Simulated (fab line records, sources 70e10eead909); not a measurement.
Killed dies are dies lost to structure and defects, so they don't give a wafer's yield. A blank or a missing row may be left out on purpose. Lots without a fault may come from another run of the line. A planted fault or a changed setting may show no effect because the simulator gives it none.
fab line records | flow nand_harc
record lots=12 wafers=36 last_day=33
route steps=1302 shown A_CHANNEL_FILL_D1@500 A_DECK1_JOINT@527 A_ONON_D2@546 END@1302
lots that met no fault: from a run of the same line without faults
start_h: hours from the record's first day to the start of the lot's first wafer shown | wait_h: hours since the lot's step before | " the same as in the row above | L1.1+2: a row that stands for several wafers | - no value, or no start given | * or withheld: withheld | < > ~ a bound
route shown NAME@n: a module of which the file shows steps, and the number in the route of the first | usual: mean/standard deviation of fault-free wafers | same: alike in all rows | chamber/n: place in a boat | sites: the reading at each site | _std_site: their standard deviation | _edge_site: outer sites' mean less inner sites' | radius_mm: how far each site lies from the wafer's centre | mask NAME#n: copy n | behind: the tool/chamber that last shaped the wafer | hold: why the lot was held/for how many hours/how that ended | device: the transistor (n, p or np) that didn't switch | end of line: the same wafers' tests at the end of the route | a step without rows: its recipe alone | killed: dies lost to structure and defects at the first sort, not the wafer's yield | map: a wafer's dies, x killed, . not, _ none there
set.NAME: the setting as run; set.NAME@STEP: as run at that earlier step | model.NAME: the simulator's own value behind a step, which no gauge read
steps of the route over a sample of lots; a table a step, a row a wafer
services: from which hour (start_h, from the record's first day; less than 0 if before it) a tool's chamber was out of use, for how many hours, and why
## steps
# step NHARC_A_CHANNEL_FILL_D1_ETCHBACK_20
# recipe target_depth_a=270 time_s=13.5 c4f8_flow_sccm=withheld o2_flow_sccm=8 ar_flow_sccm=withheld rf_w=600 bias_w=1500 chemistry=C4F8/O2/Ar
# usual chamber_pressure_mTorr=25.001/0.022 oes_product_au=0.97/0.032 rf_vpp_V=977/6
# columns lot.wafer tool chamber start_h wait_h chamber_pressure_mTorr oes_product_au rf_hours_counter_h rf_vpp_V
L716.4 rie_diel-09 3 208.16 - 25.006 0.98 2.3 972
L716.6 " 1 " " 25.006 0.96 - 987
L716.5 " 2 " " 25.000 0.98 - 977
L718.1 rie_diel-13 1 240.32 - 24.970 1.00 5.4 976
L718.2 " 2 " " 25.002 0.99 5.3 971
L718.6 " 2 " " 24.959 0.99 - 972
L719.3 rie_diel-08 2 240.32 - 25.003 1.01 2.2 980
L719.5 " 2 " " 24.986 1.01 - 981
L719.6 " 3 " " 24.970 1.00 - 971
L721.2 rie_diel-13 2 255.35 - 25.024 1.00 6.5 971
L721.4 " 3 " " 24.972 1.00 5.4 977
L721.5 " 2 " " 24.959 0.99 - 970
L720.3 rie_diel-08 0 255.35 - 25.002 0.97 2.7 972
L720.4 " 2 " " 25.010 0.95 2.5 981
L720.5 " 3 " " 24.997 0.96 - 970
L725.4 rie_diel-13 3 316.50 - 25.040 0.99 9.2 978
L725.3 " 1 " " 25.013 0.99 11.3 976
L725.6 " 3 " " 25.016 1.00 - 977
L728.1 rie_diel-08 1 330.18 - 25.021 0.91 5.8 990
L728.2 " 2 " " 25.035 0.93 5.3 981
L728.4 " 0 " " 25.009 0.92 6.8 972
L730.3 rie_diel-13 1 360.37 - 24.977 0.99 0.2 976
L730.4 " 3 " " 25.021 0.99 0.2 977
L730.5 " 1 " " 24.990 0.99 - 977
L736.3 rie_diel-13 1 407.23 - 25.018 0.98 3.2 974
L736.2 " 2 " " 25.002 0.98 2.9 971
L736.1 " 3 " " 24.983 0.99 3.0 976
L737.1 rie_diel-13 3 423.48 - 25.018 1.00 3.9 977
L737.4 " 1 " " 25.020 0.99 - 977
L737.6 " 3 " " 25.030 1.01 - 976
L738.2 rie_diel-13 0 431.82 - 24.997 0.98 4.2 972
L738.5 " 0 " " 24.992 0.99 - 972
L738.6 " 3 " " 25.002 0.99 - 978
L739.2 rie_diel-08 2 441.42 - 24.986 0.98 3.5 980
L739.3 " 1 " " 24.968 0.99 3.3 988
L739.5 " 2 " " 24.964 0.98 - 981
# step NHARC_A_DECK1_JOINT_CMP_13
# recipe target_thk_nm=51.023
# usual motor_current_A=12.3/1.1 slurry_flow_ml_min=150.0/0.46 time_to_endpoint_s=8.6/1.8
# columns lot.wafer tool chamber start_h wait_h motor_current_A slurry_flow_ml_min time_to_endpoint_s
L716.4 cmp-03 0 242.48 0.4 11.5 149.8 9.6
L716.5 " 0 " " 11.6 149.9 10.3
L716.6 " 1 " " 11.7 149.6 11.3
L719.3 cmp-01 0 274.08 0.4 12.2 149.9 9.3
L719.6 " 0 " " 12.4 150.6 7.4
L719.5 " 1 " " 11.3 149.9 10.9
L718.1 cmp-02 2 274.11 0.4 14.4 150.1 6.8
L718.2 " 0 " " 12.0 149.8 10.4
L718.6 " 1 " " 13.4 149.7 7.8
L720.3 cmp-03 0 289.52 0.4 11.5 149.8 11.4
L720.4 " 2 " " 14.0 150.1 6.5
L720.5 " 0 " " 12.0 150.4 11.9
L721.2 cmp-01 0 289.57 0.4 11.6 150.3 8.3
L721.4 " 1 " " 11.6 150.1 8.5
L721.5 " 3 " " 12.7 150.4 8.5
L725.4 cmp-03 3 353.25 0.4 13.0 150.1 7.6
L725.3 " 1 " " 11.8 149.8 9.8
L725.6 " 0 " " 11.5 150.2 9.3
L728.4 cmp-01 0 365.36 0.4 12.8 149.8 8.7
L728.2 " 2 " " 12.3 149.4 7.9
L728.1 " 3 " " 13.9 150.0 9.8
L730.3 cmp-02 0 394.71 0.4 11.9 150.1 9.6
L730.4 " 1 " " 13.0 149.8 6.6
L730.5 " 3 " " 10.9 150.2 8.1
L736.2 cmp-01 2 442.36 0.4 12.3 149.5 6.0
L736.1 " 0 " " 11.9 150.5 6.9
L736.3 " 1 " " 10.7 149.5 8.6
L737.4 cmp-01 3 457.66 0.4 13.3 150.9 9.1
L737.1 " 2 " " 12.4 150.6 7.2
L737.6 " 3 " " 13.1 150.5 10.3
L738.2 cmp-03 0 468.76 0.4 11.5 150.5 9.5
L738.6 " 0 " " 11.2 150.2 8.7
L738.5 " 1 " " 10.8 150.9 7.3
L739.2 cmp-01 3 475.35 0.4 13.0 150.3 11.5
L739.3 " 1 " " 11.6 150.2 10.4
L739.5 " 2 " " 12.5 150.1 10.4
# step NHARC_A_ONON_D2_THK_MEAS_02
# recipe thk_meas_gauge=ellipsometry
# usual thk_nm=1000/11
# columns lot.wafer tool chamber start_h wait_h thk_nm
L716.4 film_metro-02 - 268.68 - 997
L716.5 " - " " 998
L716.6 " - " " 999
L719.3 film_metro-01 - 301.44 - 1008
L719.5 " - " " 1007
L719.6 " - " " 1005
L718.1 film_metro-02 - 301.51 - 1011
L718.2 " - " " 1013
L718.6 " - " " 1013
L720.3 film_metro-02 - 315.50 - 981
L720.4 " - " " 980
L720.5 " - " " 980
L721.2 film_metro-02 - 315.71 - 1008
L721.4 " - " " 1009
L721.5 " - " " 1008
L725.3 film_metro-01 - 378.28 - 1000
L725.4 " - " " 1000
L725.6 " - " " 1001
L728.1 film_metro-02 - 395.29 - 996
L728.2 " - " " 996
L728.4 " - " " 996
L730.3 film_metro-01 - 420.70 - 993
L730.4 " - " " 994
L730.5 " - " " 993
L736.1 film_metro-01 - 466.00 - 1000
L736.2 " - " " 1001
L736.3 " - " " 1002
L737.1 film_metro-01 - 484.91 - 1001
L737.4 " - " " 1001
L737.6 " - " " 1000
L738.2 film_metro-02 - 499.06 - 994
L738.5 " - " " 992
L738.6 " - " " 994
L739.2 film_metro-01 - 499.08 - 1005
L739.3 " - " " 1006
L739.5 " - " " 1005
# step NHARC_A_ONON_D2_DEP_09
# recipe target_thk_a=10000 n2_flow_sccm=2750 n2o_flow_sccm=2000 nh3_flow_sccm=500 sih4_flow_sccm=210 temp_c=400
# usual nh3_flow_sccm=499.8/1.6
# columns lot.wafer tool chamber start_h wait_h nh3_flow_sccm
L716.4 pecvd_onon-03 0 270.04 0.2 500.8
L716.5 " 0 " " 499.5
L716.6 " 0 " " 497.7
L718.1 pecvd_onon-01 0 302.71 0.1 499.3
L718.2 " 0 " " 501.2
L718.6 " 0 " " 501.0
L719.3 pecvd_onon-02 0 302.75 0.2 501.2
L719.5 " 0 " " 498.2
L719.6 " 0 " " 499.7
L720.3 pecvd_onon-03 0 316.81 0.2 499.0
L720.4 " 0 " " 500.9
L720.5 " 0 " " 498.4
L721.2 pecvd_onon-01 0 316.96 0.1 502.7
L721.4 " 0 " " 498.9
L721.5 " 0 " " 502.2
L725.3 pecvd_onon-01 0 379.63 0.2 501.3
L725.4 " 0 " " 498.9
L725.6 " 0 " " 500.2
L728.1 pecvd_onon-01 0 396.47 0.1 500.8
L728.2 " 0 " " 501.2
L728.4 " 0 " " 501.8
L730.3 pecvd_onon-01 0 422.01 0.2 499.9
L730.4 " 0 " " 499.9
L730.5 " 0 " " 499.2
L736.1 pecvd_onon-03 0 467.19 0.1 498.9
L736.2 " 0 " " 495.9
L736.3 " 0 " " 498.4
L737.1 pecvd_onon-02 0 486.10 0.1 500.1
L737.4 " 0 " " 498.0
L737.6 " 0 " " 499.4
L738.2 pecvd_onon-03 0 500.29 0.1 501.4
L738.5 " 0 " " 499.6
L738.6 " 0 " " 498.8
L739.2 pecvd_onon-01 0 500.31 0.1 501.9
L739.3 " 0 " " 498.4
L739.5 " 0 " " 499.3
# step NHARC_A_ONON_D2_THK_MEAS_11
# recipe thk_meas_gauge=ellipsometry
# usual thk_nm=999/8.1
# columns lot.wafer tool chamber start_h wait_h thk_nm
L716.4 film_metro-01 - 270.38 - 987
L716.5 " - " " 986
L716.6 " - " " 987
L719.3 film_metro-01 - 303.14 - 990
L719.5 " - " " 992
L719.6 " - " " 992
L718.1 film_metro-02 - 303.22 - 1005
L718.2 " - " " 1004
L718.6 " - " " 1003
L720.3 film_metro-01 - 317.20 - 992
L720.4 " - " " 993
L720.5 " - " " 993
L721.2 film_metro-01 - 317.41 - 1004
L721.4 " - " " 1006
L721.5 " - " " 1003
L725.3 film_metro-01 - 380.03 - 991
L725.4 " - " " 991
L725.6 " - " " 991
L728.1 film_metro-01 - 396.98 - 1042
L728.2 " - " " 1044
L728.4 " - " " 1043
L730.3 film_metro-01 - 422.41 - 1045
L730.4 " - " " 1044
L730.5 " - " " 1042
L736.1 film_metro-01 - 467.69 - 991
L736.2 " - " " 991
L736.3 " - " " 990
L737.1 film_metro-02 - 486.61 - 994
L737.4 " - " " 993
L737.6 " - " " 993
L738.2 film_metro-02 - 500.75 - 1000
L738.5 " - " " 998
L738.6 " - " " 1000
L739.2 film_metro-01 - 500.77 - 1018
L739.3 " - " " 1017
L739.5 " - " " 1016
# step NHARC_END_SORT_01
# recipe temp_c=25
# usual killed_at_array=54/21 killed_at_other=1.0/1.2 killed_at_periphery=3.6/2.6 killed_dies=58/20 killed_open=3.3/1.9 killed_short=2.6/1.5
# same gross_dies=677
# columns lot.wafer tool chamber start_h wait_h killed_at_array killed_at_other killed_at_periphery killed_dies killed_open killed_short
L728.1 prober-02 0 687.41 2.5 659 0 3 662 3 0
L728.2 prober-02 0 688.22 2.8 643 1 8 652 2 3
L728.4 prober-02 0 689.84 3.4 656 0 6 662 6 5
L730.3 prober-01 0 730.61 3.1 657 0 4 661 5 2
L730.4 prober-01 0 731.40 3.4 658 1 0 659 4 1
L730.5 prober-01 0 732.19 3.7 656 1 7 664 4 4
# killed by level:class
L728.1 A_ONON_D2:area_dep=639 A_STAIRCASE:chamber_film_flake=4 A_WL_FILL:chamber_film_flake=4 A_CHANNEL_HOLE_D1:chamber_film_flake=3 A_CHANNEL_FILL_D2:chamber_film_flake=3 P_STI:chamber_film_flake=2 P_M0:geometric_particle:open=1 A_WL_FILL:geometric_particle:open=1
L728.2 A_ONON_D2:area_dep=619 P_GATE:chamber_film_flake=6 A_CHANNEL_HOLE_D1:chamber_film_flake=6 A_CONTACT:chamber_film_flake=3 P_STI:chamber_film_flake=2 A_CHANNEL_HOLE_D2:chamber_film_flake=2 A_CHANNEL_FILL_D2:chamber_film_flake=2 A_WL_FILL:chamber_film_flake=2
L728.4 A_ONON_D2:area_dep=634 A_WL_FILL:chamber_film_flake=5 A_ONON_D2:geometric_particle:short=3 P_GATE:chamber_film_flake=3 A_CHANNEL_HOLE_D1:chamber_film_flake=3 A_SLIT:chamber_film_flake=3 P_CONTACT:geometric_particle:open=2 P_M1:geometric_particle:short=1
L730.3 A_ONON_D2:area_dep=564 A_CHANNEL_HOLE_D1:chamber_film_flake=40 A_SLIT:chamber_film_flake=36 A_CONTACT:chamber_film_flake=5 A_ONON_D1:geometric_particle:open=3 A_CHANNEL_FILL_D1:chamber_film_flake=3 P_BONDPAD:chamber_film_flake=2 P_CONTACT:geometric_particle:short=1
L730.4 A_ONON_D2:area_dep=593 A_CHANNEL_HOLE_D1:chamber_film_flake=31 A_SLIT:chamber_film_flake=16 A_CHANNEL_HOLE_D2:chamber_film_flake=5 A_CONTACT:chamber_film_flake=4 A_BLC:geometric_particle:open=2 A_CHANNEL_FILL_D1:chamber_film_flake=2 A_DECK1_JOINT:chamber_film_flake=2
L730.5 A_ONON_D2:area_dep=583 A_SLIT:chamber_film_flake=27 A_CHANNEL_HOLE_D1:chamber_film_flake=24 A_CONTACT:chamber_film_flake=10 P_BONDPAD:chamber_film_flake=3 A_CHANNEL_HOLE_D2:chamber_film_flake=3 P_CONTACT:chamber_film_flake=2 P_GATE:geometric_particle:open=1
## services
# columns tool chamber start_h hours kind
cmp-01 - 185.50 4.0 pm
rie_diel-08 - 190.80 9.0 pm
rie_diel-13 0 205.88 2.7 repair
rie_diel-13 3 212.98 2.3 repair
cmp-01 - 226.40 0.6 repair
pecvd_onon-03 - 227.19 13.0 pm
rie_diel-13 3 236.75 9.1 repair
cmp-01 - 240.47 2.1 repair
rie_diel-08 1 258.04 2.9 repair
cmp-01 - 259.44 0.5 repair
cmp-03 - 260.07 4.0 pm
pecvd_onon-01 - 269.27 13.0 pm
cmp-03 - 271.92 4.3 repair
cmp-01 - 283.50 4.0 pm
cmp-03 - 291.00 0.6 repair
rie_diel-13 - 342.00 9.0 pm
cmp-03 - 356.92 1.2 repair
cmp-03 - 364.67 3.4 repair
cmp-01 - 381.50 4.0 pm
rie_diel-13 2 416.51 25.1 repair
cmp-01 - 429.51 1.8 repair
cmp-01 - 432.08 0.4 repair
pecvd_onon-01 - 450.27 13.0 pm
cmp-01 - 479.50 4.0 pm
## key
first_sign step=NHARC_A_ONON_D2_THK_MEAS_11 reading=thk_nm direction=up sigmas=5.5 usual=999 struck=1043
effect step=NHARC_END_SORT_01 reading=killed_dies direction=up sigmas=30 usual=58 struck=660
more_kills_born_at NHARC_A_ONON_D2_DEP_09@pecvd_onon-01=3632
met_at NHARC_A_ONON_D2_DEP_09
struck_lots L728,L730
later_rows_left_out L728.1,L728.2,L728.4,L730.3,L730.4,L730.5
tester_left_out L728,L730
not_acting_at NHARC_A_CHANNEL_FILL_D1_ETCHBACK_20,NHARC_A_DECK1_JOINT_CMP_13,NHARC_A_ONON_D2_THK_MEAS_02
onset_between 379.63 396.47
fault kind=process_parameter_drift tool=pecvd_onon-01 chamber=- onset_h=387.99 steps=NHARC_A_ONON_D2_DEP_09 channel=target_thk_a offset=* shape=step end_h=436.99 acts_in=* stated=*
# tester_left_out: of these lots the tester's yield and bins aren't shown, on N5 and GAA mostly nor the transistor test; their killed dies are dies lost to structure and defects alone, not to doping, threshold or leakage, so they don't give the yield
# later_rows_left_out: the simulator's readings of these wafers behind a module that went badly wrong aren't trusted and aren't shown, but for the sort
